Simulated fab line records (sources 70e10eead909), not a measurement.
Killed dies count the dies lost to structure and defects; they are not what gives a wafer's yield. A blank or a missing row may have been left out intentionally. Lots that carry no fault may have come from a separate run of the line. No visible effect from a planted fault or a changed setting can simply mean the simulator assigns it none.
Struck lot and sound lot, side by side	flow nandHarc	18 steps out of a route of 1302
Sound: the wafers L716.1, L716.2, L716.4. Struck: wafers L733.3, L733.4, L733.6. Last of all comes the cause.
Per side, at each step with rows, come the tool, then ch with its chambers, and then its first start. Under that, the readings that differ: sound wafers	struck wafers	difference of the means	sigmas: that difference in standard deviations of wafers without a fault.
alike: same words and numbers on both sides, and readings whose means sit less than 2 such deviations apart. not compared: any withheld reading, any reading some wafer has no value for, any bound like >300 that may hide the same value, and any number with overlapping values for which the record gives no deviation.
The two part at a step that has a row with sigmas, a row that says differs or no value, or rows on one side only. Non-overlapping numbers with no deviation appear without sigmas and do not part them. A reading missing from all wafers of one side parts the sides only when that side holds two or more wafers.

first, 1 step without rows for these wafers: NHARC_A_SGD_CUT_ETCH_26 (etches SiO2 in dHF, target depth 45.8 nm).
NHARC_A_SGD_CUT_ETCHBACK_24: etches the open film in CH3F/O2, target depth 50 nm, time 92.857 s.
  sound on rieDiel-01 ch 0,1,2, day 19 23:27; struck on rieDiel-01 ch 0,1,2, day 26 12:52
  alike: drypumpMotorCurrentA, oesProductAu, rfVppV, showerheadPlenumPTorr, throttleValvePct
  not compared: rfHoursCounterH
NHARC_A_SGD_CUT_STRIP_28: strips in O2, time 20 s.
  sound on rieDiel-01 ch 0,1,2; struck on rieDiel-01 ch 0,2
  alike: drypumpMotorCurrentA, oesProductAu, rfVppV, showerheadPlenumPTorr, throttleValvePct
  not compared: rfHoursCounterH
NHARC_A_SGD_CUT_INSPECT_25:
  struck on defectInspect-01, day 26 13:06; sound on defectInspect-02, day 19 23:41
reading	sound	struck	difference	sigmas
rawDefectCount	565 417 495	316 240 263	-219	-2
NHARC_A_SLIT_DEP_25: deposits SiO2, target thk 200 nm.
  sound on pecvd-02 ch 0,1,2, day 19 23:46; struck on pecvd-04 ch 1,2, day 26 13:10
  alike: heaterPowerW, throttleValvePct
NHARC_A_SLIT_DEP_00: deposits aC, target thk 6200 nm.
  sound on aclDep-02 ch 0, day 20 00:06; struck on aclDep-03 ch 0, day 26 16:40
  alike: throttleValvePct
NHARC_A_SLIT_DEP_23: deposits SiON, target thk 100 nm.
  sound on pecvd-02 ch 0,1,2, day 20 03:55; struck on pecvd-04 ch 0,1,2, day 26 19:17
  alike: heaterPowerW
then, 5 steps without rows for these wafers: NHARC_A_SLIT_DEHYDRATE_01 (time 120 s); NHARC_A_SLIT_HMDS_02 (time 30 s); NHARC_A_SLIT_COAT_03 (resist thk 90 nm); NHARC_A_SLIT_SOFTBAKE_04 (time 55 s); NHARC_A_SLIT_EBR_05.
NHARC_A_SLIT_EXPOSE_06: exposes mask SLIT.
  sound on arfiScanner-03 ch 0, day 20 04:28; struck on arfiScanner-01 ch 0, day 26 19:46
reading	sound	struck	difference	sigmas
exposureDoseMJCm2	60.81 60.76 60.80	40.55 40.62 40.60	-20.20	-99 or more
  alike: mask
then, 2 steps without rows for these wafers: NHARC_A_SLIT_PEB_07 (peb time 65 s); NHARC_A_SLIT_DEVELOP_08 (develop time 35 s).
NHARC_A_SLIT_CD_MEAS_09 targets a cd of 300 nm.
  sound on cdSem-02 ch 0, day 20 04:36; struck on cdSem-01 ch 0
reading	sound	struck	difference	sigmas
cdNm (nm)	299.8 299.9 300.3	284.1 283.7 284.1	-16.0	-28
  not compared: hold
NHARC_A_SLIT_OVL_MEAS_10:
  struck on overlay-01, day 27 00:24; sound on overlay-01, day 20 04:41
reading	sound	struck	difference	sigmas
hold	- - -	awaitDispo/4.2h/release awaitDispo/4.2h/release awaitDispo/4.2h/release	no value on the sound wafers	
  alike: overlayXNm, overlayYNm
-- break in the record here, with 6 days between the starts of the struck wafers on either side (left off in module A_SLIT, picked up again in module END, where the first step shown is number 1302 on the route) --
NHARC_END_SORT_01:
  sound on prober-01 ch 0, day 24 20:23; struck on prober-02 ch 0, day 32 23:08
reading	sound	struck	difference	sigmas
killedAtArray	63 78 66	33 32 26	-39	-2
killedDies	69 81 74	35 33 28	-43	-2
killedShort	3 6 6	1 1 1	-4	-2
  alike: killedAtOther, killedAtPeriphery, killedOpen

== WHERE THEY PART ==
Last at NHARC_END_SORT_01 as far as this record goes, first at NHARC_A_SGD_CUT_INSPECT_25.

WHY: the cause the simulator had injected
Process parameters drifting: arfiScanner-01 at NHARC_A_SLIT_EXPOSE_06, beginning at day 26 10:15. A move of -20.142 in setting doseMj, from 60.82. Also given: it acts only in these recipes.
